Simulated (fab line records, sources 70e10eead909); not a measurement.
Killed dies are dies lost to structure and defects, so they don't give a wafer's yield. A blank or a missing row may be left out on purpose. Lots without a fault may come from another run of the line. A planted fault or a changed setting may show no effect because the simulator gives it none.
Which tool did it? | flow nand_harc | 13 lots, 37 wafers sampled, at 5 steps of a route of 1302

WHAT THE GAUGES READ, wafer by wafer
NHARC_A_BONDPAD_CD_MEAS_09: target cd 500 nm. Usual: cd_nm 500.4 nm, standard deviation 1.4.
lot  | measured     | on        | cd_nm (nm)        | flag
L604 | day 23 12:25 | cd_sem-02 | 500.8 500.6 498.7 |
L603 | day 23 15:11 | cd_sem-01 | 498.1 497.8 499.4 |
L605 | day 24 01:25 | cd_sem-03 | 503.6 503.0 503.4 |
L614 | day 28 10:33 | cd_sem-02 | 502.7 500.7       |
L615 | day 28 12:25 | cd_sem-01 | 499.1 499.4       |
L616 | day 29 09:25 | cd_sem-03 | 500.6 499.3 499.3 |
L619 | day 30 14:03 | cd_sem-02 | 501.2 500.8 500.2 |
L620 | day 30 19:03 | cd_sem-01 | 500.1 499.8 499.6 |
L622 | day 32 04:23 | cd_sem-02 | 502.4 500.4 501.4 |
L623 | day 32 05:35 | cd_sem-01 | 500.5 501.1 499.9 |
L624 | day 32 06:50 | cd_sem-01 | 501.7 502.3 502.5 |
L625 | day 33 02:37 | cd_sem-01 | 499.2 499.7 501.3 |
L626 | day 33 04:25 | cd_sem-02 | 498.4 496.3 499.0 |

NHARC_END_SORT_01. Usual: defect_limited_yield 91 %, standard deviation 3.1; killed_at_array 53, standard deviation 21; killed_at_other 1.0, standard deviation 1.3; killed_at_periphery 3.8, standard deviation 2.4; killed_dies 58, standard deviation 21; killed_open 3.4, standard deviation 1.9; killed_short 2.4, standard deviation 1.5; sort_bin_2_pct 3.0 %, standard deviation 1.3; sort_bin_3_pct 0.6 %, standard deviation 0.39; sort_bin_4_pct 4.9 %, standard deviation 1.8; sort_n_pass 619, standard deviation 21; sort_rim_yield_pct 88 %, standard deviation 5.3; sort_yield_pct 91 %, standard deviation 3.1.
lot  | measured     | on        | defect_limited_yield (%) | killed_at_array | killed_at_other | killed_at_periphery | killed_dies | killed_open | killed_short | sort_bin_2_pct (%) | sort_bin_3_pct (%) | sort_bin_4_pct (%) | sort_n_pass | sort_rim_yield_pct (%) | sort_yield_pct (%) | flag
L604 | day 24 18:32 | prober-01 | 91 94 94                 | 55 37 34        | 1 1 3           | 6 2 3               | 62 40 40    | 4 1 4       | 0 2 4        | 3.4 1.8 1.8        | 1.2 0.9 0.4        | 4.6 3.2 3.7        | 615 637 637 | 92 88 86               | 91 94 94           |
L603 | day 25 08:26 | prober-02 | 89 88 91                 | 70 77 58        | 2 4 2           | 3 3 0               | 75 84 60    | 7 4 5       | 1 2 2        | 4.0 4.0 3.5        | 0.6 0.6 1.0        | 6.5 7.8 4.3        | 602 593 617 | 92 90 92               | 89 88 91           |
L605 | day 25 06:49 | prober-01 | 88 89 89                 | 77 64 72        | 0 1 0           | 3 8 5               | 80 73 77    | 3 5 3       | 2 4 2        | 4.0 4.0 4.3        | 0.6 0.9 0.7        | 7.2 5.9 6.4        | 597 604 600 | 89 91 90               | 88 89 89           |
L614 | day 29 19:32 | prober-01 | 96 96                    | 24 24           | 1 0             | 4 4                 | 29 28       | 8 7         | 3 3          | 1.6 1.5            | 0.3 0.1            | 2.4 2.5            | 648 649     | 92 98                  | 96 96              |
L615 | day 29 20:18 | prober-02 | 90 91                    | 56 51           | 0 2             | 9 5                 | 65 58       | 1 4         | 2 0          | 3.2 4.3            | 0.7 0.7            | 5.6 3.5            | 612 619     | 86 83                  | 90 91              |
L616 | day 30 16:21 | prober-01 | 93 94 93                 | 40 33 42        | 0 0 0           | 8 5 7               | 48 38 49    | 6 2 3       | 4 2 3        | 2.2 1.9 2.5        | 0.4 0.3 0          | 4.4 3.4 4.7        | 629 639 628 | 88 86 90               | 93 94 93           |
L619 | day 31 23:30 | prober-02 | 88 84 89                 | 73 106 72       | 1 0 0           | 4 4 4               | 78 110 76   | 3 4 4       | 5 2 0        | 4.3 3.4 3.7        | 1.2 1.8 0.4        | 6.1 11.1 7.1       | 599 567 601 | 74 82 76               | 88 84 89           |
L620 | day 31 23:31 | prober-01 | 95 94 91                 | 26 34 58        | 3 1 3           | 3 3 3               | 32 38 64    | 2 2 2       | 3 3 3        | 1.3 2.7 3.1        | 0.4 0.4 0.9        | 3.0 2.5 5.5        | 645 639 613 | 90 91 95               | 95 94 91           |
L622 | day 33 15:43 | prober-02 | 94 93 93                 | 42 44 42        | 0 2 4           | 1 1 3               | 43 47 49    | 3 6 3       | 0 2 3        | 3.0 3.1 2.8        | 0.7 0.1 0.4        | 2.7 3.7 4.0        | 634 630 628 | 92 83 89               | 94 93 93           |
L623 | day 33 15:41 | prober-01 | 90 87 90                 | 52 73 62        | 1 2 3           | 16 11 6             | 69 86 71    | 4 3 3       | 2 5 2        | 4.4 4.4 4.3        | 1.0 0.7 0.4        | 4.7 7.5 5.8        | 608 591 606 | 85 87 79               | 90 87 90           |
L624 | day 33 23:29 | prober-01 | 97 95 98                 | 11 23 13        | 3 2 0           | 3 6 2               | 17 31 15    | 3 3 5       | 2 1 3        | 0.3 1.3 0.3        | 0 0.4 0.1          | 2.2 2.8 1.8        | 660 646 662 | 97 92 98               | 97 95 98           |
L625 | day 34 13:46 | prober-02 | 95 95 95                 | 29 33 28        | 0 1 2           | 2 3 4               | 31 37 34    | 2 4 3       | 1 3 2        | 1.3 1.5 1.3        | 0.1 0.1 0.4        | 3.1 3.8 3.2        | 646 640 643 | 99 95 90               | 95 95 95           |
L626 | day 34 13:02 | prober-01 | 91 90 91                 | 54 64 59        | 0 0 1           | 4 7 2               | 58 71 62    | 6 7 2       | 3 2 2        | 4.0 4.4 3.5        | 0.6 0.9 0.7        | 4.0 5.2 4.9        | 619 606 615 | 84 79 81               | 91 90 91           |

WHICH TOOL RAN EACH LOT (tool, then ch and the chambers of the sampled wafers, then the start)
lot  | NHARC_A_M1_PVD_21                       | NHARC_A_BONDPAD_DEP_00                   | NHARC_A_BONDPAD_SOFTBAKE_04
L604 | pvd_sputter-01, day 23 11:00 or earlier | pecvd-03 ch 0,2, day 23 11:00 or earlier | litho_track-05 ch 0, day 23 11:00
L603 | pvd_sputter-02, day 23 14:01 or earlier | pecvd-04 ch 0,1, day 23 14:01            | litho_track-05 ch 0, day 23 14:00
L605 | pvd_sputter-02, day 24 00:17 or earlier | pecvd-01 ch 0,1, day 24 00:17            | litho_track-07 ch 0, day 24 00:00
L614 | pvd_sputter-03, day 28 09:22 or earlier | pecvd-01 ch 0,1, day 28 09:22            | litho_track-05 ch 0, day 28 10:00
L615 | pvd_sputter-03, day 28 11:13 or earlier | pecvd-04 ch 0,2, day 28 11:13            | litho_track-05 ch 0, day 28 11:00
L616 | pvd_sputter-01, day 29 08:10 or earlier | pecvd-04 ch 0,1, day 29 08:10            | litho_track-03 ch 0, day 29 08:00
L619 | pvd_sputter-02, day 30 12:49 or earlier | pecvd-04 ch 0,1,2, day 30 12:49          | litho_track-07 ch 0, day 30 13:00
L620 | pvd_sputter-03, day 30 17:55 or earlier | pecvd-01 ch 0,1,2, day 30 17:55          | litho_track-07 ch 0, day 30 18:00
L622 | pvd_sputter-03, day 32 03:16 or earlier | pecvd-04 ch 1,2, day 32 03:16            | litho_track-07 ch 0, day 32 04:00
L623 | pvd_sputter-02, day 32 05:00 or earlier | pecvd-03 ch 0,2, day 32 05:00 or earlier | litho_track-05 ch 0, day 32 05:00
L624 | pvd_sputter-03, day 32 05:43 or earlier | pecvd-01 ch 0,1, day 32 05:43            | litho_track-07 ch 0, day 32 06:00
L625 | pvd_sputter-03, day 33 01:31 or earlier | pecvd-03 ch 0,1, day 33 01:31            | litho_track-05 ch 0, day 33 02:00
L626 | pvd_sputter-03, day 33 03:17 or earlier | pecvd-04 ch 0,1,2, day 33 03:17          | litho_track-07 ch 0, day 33 03:00
- NHARC_A_M1_PVD_21: deposits Cu, target thk 30 nm, time 20.49 s.
- NHARC_A_BONDPAD_DEP_00: deposits SiCN, target thk 250 nm.
- NHARC_A_BONDPAD_SOFTBAKE_04: time 70 s.

WHAT THE TOOLS THEMSELVES READ (means of the sampled wafers that have a number; where no wafer has one, the mark that the record gives instead)
NHARC_A_M1_PVD_21. Usual: throttle_valve_pct 30.3 %, standard deviation 1.3.
lot  | tool           | throttle_valve_pct (%) | flag
L604 | pvd_sputter-01 | 31.4                   |
L603 | pvd_sputter-02 | 30.2                   |
L605 | pvd_sputter-02 | 30.9                   |
L614 | pvd_sputter-03 | 31.4                   |
L615 | pvd_sputter-03 | 30.2                   |
L616 | pvd_sputter-01 | 29.6                   |
L619 | pvd_sputter-02 | 30.3                   |
L620 | pvd_sputter-03 | 30.4                   |
L622 | pvd_sputter-03 | 30.1                   |
L623 | pvd_sputter-02 | 30.2                   |
L624 | pvd_sputter-03 | 28.9                   |
L625 | pvd_sputter-03 | 30.8                   |
L626 | pvd_sputter-03 | 29.1                   |

NHARC_A_BONDPAD_DEP_00. Usual: heater_power_w 564 W, standard deviation 79.
lot  | tool     | heater_power_w (W) | flag
L604 | pecvd-03 | 615                |
L603 | pecvd-04 | 544                |
L605 | pecvd-01 | 532                |
L614 | pecvd-01 | 582                |
L615 | pecvd-04 | 497                |
L616 | pecvd-04 | 648                |
L619 | pecvd-04 | 533                |
L620 | pecvd-01 | 595                |
L622 | pecvd-04 | 482                |
L623 | pecvd-03 | 688                |
L624 | pecvd-01 | 565                |
L625 | pecvd-03 | 541                |
L626 | pecvd-04 | 568                |

NHARC_A_BONDPAD_SOFTBAKE_04. Usual: heater_power_total_W 200.9 W, standard deviation 1.3; resist_line_temp_C 23.01 C, standard deviation 0.1.
lot  | tool           | heater_power_total_W (W) | resist_line_temp_C (C) | flag
L604 | litho_track-05 | 200.8                    | 23.09                  |
L603 | litho_track-05 | 202.3                    | 23.04                  |
L605 | litho_track-07 | 201.5                    | 23.12                  |
L614 | litho_track-05 | 208.9                    | 22.84                  | OFF
L615 | litho_track-05 | 206.4                    | 23.00                  | OFF
L616 | litho_track-03 | 201.1                    | 22.96                  |
L619 | litho_track-07 | 200.9                    | 23.05                  |
L620 | litho_track-07 | 200.9                    | 23.06                  |
L622 | litho_track-07 | 200.3                    | 22.99                  |
L623 | litho_track-05 | 200.4                    | 23.01                  |
L624 | litho_track-07 | 201.7                    | 22.98                  |
L625 | litho_track-05 | 202.5                    | 23.09                  |
L626 | litho_track-07 | 200.6                    | 22.96                  |

THE ANSWER, worked out from the rows above alone
Rule: a lot is off if the mean of its wafers that have a number lies more than 3 standard deviations from the usual mean. A lot without any number at a reading at which 4 lots or more have one is off too. The other lots that the step has rows for count as sound. The gauges are gone through in route order, then the tools' own readings, and for those a lot's mean is taken as printed above. The first step at which some lot is off is used, and at that step the reading that is off furthest; a lot without a number counts as furthest.
Off: L614, L615, at NHARC_A_BONDPAD_SOFTBAKE_04 (heater_power_total_W).
A tool fits if, at that step or a process step before it, it ran every lot that is off, and no sound lot after the first of them. NHARC_A_M1_PVD_21 gives no start for some lots, so the hours and the order of its lots are those of NHARC_A_BONDPAD_SOFTBAKE_04. NHARC_A_BONDPAD_DEP_00 gives no start for some lots, so the hours and the order of its lots are those of NHARC_A_BONDPAD_SOFTBAKE_04. None of those tried fits.

WHAT THE SIMULATOR HAD PUT IN
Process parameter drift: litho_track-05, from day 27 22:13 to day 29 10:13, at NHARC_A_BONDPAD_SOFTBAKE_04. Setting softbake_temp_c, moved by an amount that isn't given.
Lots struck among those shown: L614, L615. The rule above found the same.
